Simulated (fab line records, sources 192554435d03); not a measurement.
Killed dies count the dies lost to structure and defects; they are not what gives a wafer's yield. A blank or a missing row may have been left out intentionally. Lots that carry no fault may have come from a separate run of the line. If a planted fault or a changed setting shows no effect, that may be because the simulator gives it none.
Chamber matching + flow n5_finfet + N5_BEOL_M6_ILD_DEP_00 on pecvd-01 has 3 sister chambers
The step deposits SiCOH lowk from DEMS/porogen, target thk 179.75 nm, time 33.4 s. 3 wafers are shown with their chamber, then 12 later ones without.

== WAFERS WITH THEIR CHAMBER ==
| wafer  | chamber | showerhead_plenum_p_Torr (Torr) |
|--------|---------|---------------------------------|
| L088.1 | 0       | 5.742                           |
| L088.2 | 2       | 5.733                           |
| L088.5 | 1       | 5.752                           |

== WAFERS WITH NO CHAMBER GIVEN ==
| wafer  | showerhead_plenum_p_Torr (Torr) |
|--------|---------------------------------|
| L089.2 | 5.747                           |
| L089.5 | 5.755                           |
| L089.6 | 5.736                           |
| L094.2 | 5.733                           |
| L094.3 | 5.764                           |
| L094.4 | 5.749                           |
| L095.4 | 5.747                           |
| L095.5 | 5.741                           |
| L095.6 | 5.762                           |
| L096.1 | 5.750                           |
| L096.3 | 5.751                           |
| L096.5 | 5.747                           |

== THE CHAMBER EACH PASSED THROUGH ==
| wafer  | from the rows above          | in truth |
|--------|------------------------------|----------|
| L089.2 | can't be placed: 0 or 1 or 2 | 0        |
| L089.5 | can't be placed: 1 or 0      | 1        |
| L089.6 | can't be placed: 2 or 0      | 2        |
| L094.2 | can't be placed: 2 or 0      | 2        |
| L094.3 | can't be placed: 1 or 0      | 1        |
| L094.4 | can't be placed: 1 or 0      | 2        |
| L095.4 | can't be placed: 0 or 1 or 2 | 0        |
| L095.5 | can't be placed: 0 or 2 or 1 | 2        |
| L095.6 | can't be placed: 1 or 0      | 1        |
| L096.1 | can't be placed: 1 or 0      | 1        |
| L096.3 | can't be placed: 1 or 0      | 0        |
| L096.5 | can't be placed: 0 or 1 or 2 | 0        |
0 of 12 placed correctly. Cannot be placed on the basis of these rows: 12; the candidates contain the true chamber in 11. Placed wrongly: 0.
How it was worked out, from the rows above alone: a wafer's distance from a chamber is the root of the sum, over the readings, of the square of ((its reading less the chamber's mean) divided by the reading's scatter). The wafer belongs to the nearest chamber; if the next one is less than 2 further off, it can't be placed. A chamber's mean is the mean of its shown wafers. The scatter: with one shown wafer a chamber, the root of the mean of the squares of how far each hidden wafer lies from its nearest shown one.
